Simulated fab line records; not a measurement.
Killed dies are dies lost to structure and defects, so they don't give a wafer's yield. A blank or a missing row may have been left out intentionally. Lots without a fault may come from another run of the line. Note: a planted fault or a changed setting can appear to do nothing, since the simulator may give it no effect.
A struck lot beside a sound one / flow nand_harc / 15 steps out of a route of 1302
Sound: these wafers, L313.2, L313.3, L313.6. Struck: wafers L320.1, L320.3. (L320.4 of the same lot was not struck and is left out.) The cause comes at the end.
For every step that has rows: the tool of each side, followed by ch and its chambers, followed by its first start. Under that, the readings that differ: sound wafers / struck wafers / difference of the means / sigmas: that difference in standard deviations of wafers without a fault.
alike: same words and numbers on both sides, and readings whose means sit less than 2 such deviations apart. not compared: any withheld reading, any reading some wafer has no value for, any bound like >300 that may hide the same value, and any number with overlapping values for which the record gives no deviation.
A row with sigmas, a row that says differs or no value, or rows on one side alone: a step with any of these is where the two part. Non-overlapping numbers with no deviation appear without sigmas and do not part them. A reading that every wafer of one side lacks parts them only if that side has two wafers or more.

first, 8 steps without rows for these wafers: NHARC_THIN_TSV_DEHYDRATE_25 (time 120 s); NHARC_THIN_TSV_HMDS_26 (time 30 s); NHARC_THIN_TSV_COAT_27; NHARC_THIN_TSV_SOFTBAKE_28 (time 95 s); NHARC_THIN_TSV_EBR_29; NHARC_THIN_TSV_EXPOSE_30 (exposes mask PAD); NHARC_THIN_TSV_PEB_31 (peb time 85 s); NHARC_THIN_TSV_DEVELOP_32 (time 70 s).
NHARC_THIN_TSV_CD_MEAS_33: the cd target is 5000 nm.
  sound on cd_sem-02 ch 0, day 28 17:16; struck on cd_sem-01 ch 0, day 30 02:48
  alike: cd_nm
then, 1 step without rows for these wafers: NHARC_THIN_TSV_HARDBAKE_34 (time 80 s).
NHARC_THIN_TSV_DESCUM_35: chemistry O2, time 3 s.
  sound on rie_diel-09 ch 2,3, day 28 17:26; struck on rie_diel-08 ch 0,3, day 30 02:58
  alike: drypump_motor_current_A, oes_product_au, rf_vpp_V, showerhead_plenum_p_Torr, throttle_valve_pct
  not compared: rf_hours_counter_h
NHARC_THIN_TSV_ETCH_59: etches the open film in Cl2/BCl3, target depth 880 nm, time 138.1 s.
  sound on rie_metal-03 ch 0, day 28 17:35; struck on rie_metal-02 ch 0, day 30 03:05
  alike: drypump_motor_current_A, he_backside_leak_sccm, oes_product_au, throttle_valve_pct
  not compared: rf_hours_counter_h
NHARC_THIN_TSV_ETCH_36: etches the open film in Cl2/BCl3, target depth 65 nm, time 18.571 s.
  sound on rie_metal-03 ch 0,1, day 28 17:51; struck on rie_metal-02 ch 0, day 30 03:21
reading=he_backside_leak_sccm (sccm); sound=2.9 3.6 2.9; struck=5.1 3.6; difference=+1.2; sigmas=+3
reading=oes_product_au (a.u.); sound=1.009 1.012 0.999; struck=0.984 0.988; difference=-0.021; sigmas=-3
reading=over_etch_frac; sound=0.3 0.3 0.3; struck=0.53499 0.53499; difference=+0.23499; sigmas=
  alike: drypump_motor_current_A
  not compared: rf_hours_counter_h
NHARC_THIN_TSV_STRIP_56: strips in O2.
  sound on plasma_asher-02 ch 0,1, day 28 17:56; struck on plasma_asher-02 ch 1, day 30 03:27
  alike: drypump_motor_current_A, heater_power_w
  not compared: rf_hours_counter_h
NHARC_END_SORT_01:
  sound on prober-02 ch 0, day 29 09:52; struck on prober-01 ch 0, day 30 11:53
  alike: defect_limited_yield, killed_at_array, killed_at_other, killed_at_periphery, killed_dies, killed_open, killed_short, sort_bin_2_pct, sort_bin_3_pct, sort_bin_4_pct, sort_n_pass, sort_rim_yield_pct, sort_yield_pct

== WHERE THEY PART ==
Only at NHARC_THIN_TSV_ETCH_36, as far as this record shows. Later steps at which nothing parts them and some readings are alike: NHARC_THIN_TSV_STRIP_56, NHARC_END_SORT_01.

WHY: what the simulator had put in
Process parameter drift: rie_metal-02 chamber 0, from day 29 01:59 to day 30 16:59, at NHARC_THIN_TSV_ETCH_36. A move of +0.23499 in setting over_etch_frac, from 0.3.
